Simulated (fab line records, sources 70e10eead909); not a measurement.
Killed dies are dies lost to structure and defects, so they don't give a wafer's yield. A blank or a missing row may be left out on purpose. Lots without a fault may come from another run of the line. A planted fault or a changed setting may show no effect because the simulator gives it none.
Which tool did it? | flow nand_harc | 23 lots, 69 wafers sampled, at 1 step of a route of 1159

WHAT THE GAUGES READ, wafer by wafer
NHARC_P_STI_OVL_MEAS_10.
lot  | measured    | on         | overlay_x_nm (nm) | overlay_y_nm (nm)
L074 | day 2 10:53 | overlay-02 | -7 -7 -6          | -1 -1 -1
L075 | day 2 17:02 | overlay-02 | -3 -3 -3          | -12 -12 -12
L076 | day 3 00:27 | overlay-01 | 1 1 1             | 4 4 4
L077 | day 3 06:25 | overlay-01 | 5 5 5             | 3 3 2
L078 | day 3 13:49 | overlay-02 | 4 3 3             | -4 -4 -5
L080 | day 3 19:22 | overlay-02 | -1 -1 -1          | -5 -6 -5
L079 | day 3 19:32 | overlay-01 | -5 -5 -5          | -2 -2 -1
L081 | day 4 05:21 | overlay-01 | 9 9 10            | 1 0 2
L082 | day 4 12:46 | overlay-01 | 16 15 15          | 3 2 3
L083 | day 4 16:53 | overlay-02 | 4 4 4             | 2 2 2
L085 | day 5 01:11 | overlay-02 | -3 -3 -3          | 0 1 1
L084 | day 5 01:22 | overlay-02 | -3 -2 -3          | 7 7 7
L086 | day 5 10:55 | overlay-01 | -8 -8 -8          | 1 1 1
L087 | day 5 18:37 | overlay-02 | 11 11 11          | 5 5 5
L088 | day 5 23:41 | overlay-02 | -6 -7 -7          | -6 -5 -5
L089 | day 6 06:37 | overlay-02 | 5 5 5             | 0 -1 -1
L090 | day 6 11:57 | overlay-01 | 3 3 4             | 15 15 16
L092 | day 6 20:22 | overlay-02 | 0 -1 0            | -3 -3 -4
L091 | day 6 20:32 | overlay-01 | -9 -9 -9          | 2 1 2
L093 | day 7 04:53 | overlay-01 | 2 2 2             | 3 3 3
L094 | day 7 11:23 | overlay-02 | 4 4 4             | 1 1 1
L096 | day 8 00:24 | overlay-01 | -4 -4 -4          | 12 13 13
L097 | day 8 06:13 | overlay-01 | -9 -10 -10        | -3 -3 -3

WHICH TOOL RAN EACH LOT (tool, then ch and the chambers of the sampled wafers, then the start)
The record holds no process step before these readings.

WHAT THE TOOLS THEMSELVES READ (means of the sampled wafers that have a number; where no wafer has one, the mark that the record gives instead)
The record holds no such reading with a usual standard deviation.

THE ANSWER, worked out from the rows above alone
Rule: what is usual is taken from the lots themselves. Put in order of their means at a reading, lots are off if they are a third of the lots or fewer, leave a main group of 4 or more, and stand apart from it by a gap of 3 or more times the standard deviation of the main group's means; of several such gaps the widest counts. A main group whose means are all the same, to the digits that the tables above print for the reading, isn't used. A lot without any number at a reading at which 4 lots or more have one is off too. The other lots that the step has rows for count as sound. The gauges are gone through in route order, then the tools' own readings, and for those a lot's mean is taken as printed above. The first step at which some lot is off is used, and at that step the reading that is off furthest; a lot without a number counts as furthest.
No lot is off at any reading shown: from this, nothing can be told.

WHAT THE SIMULATOR HAD PUT IN
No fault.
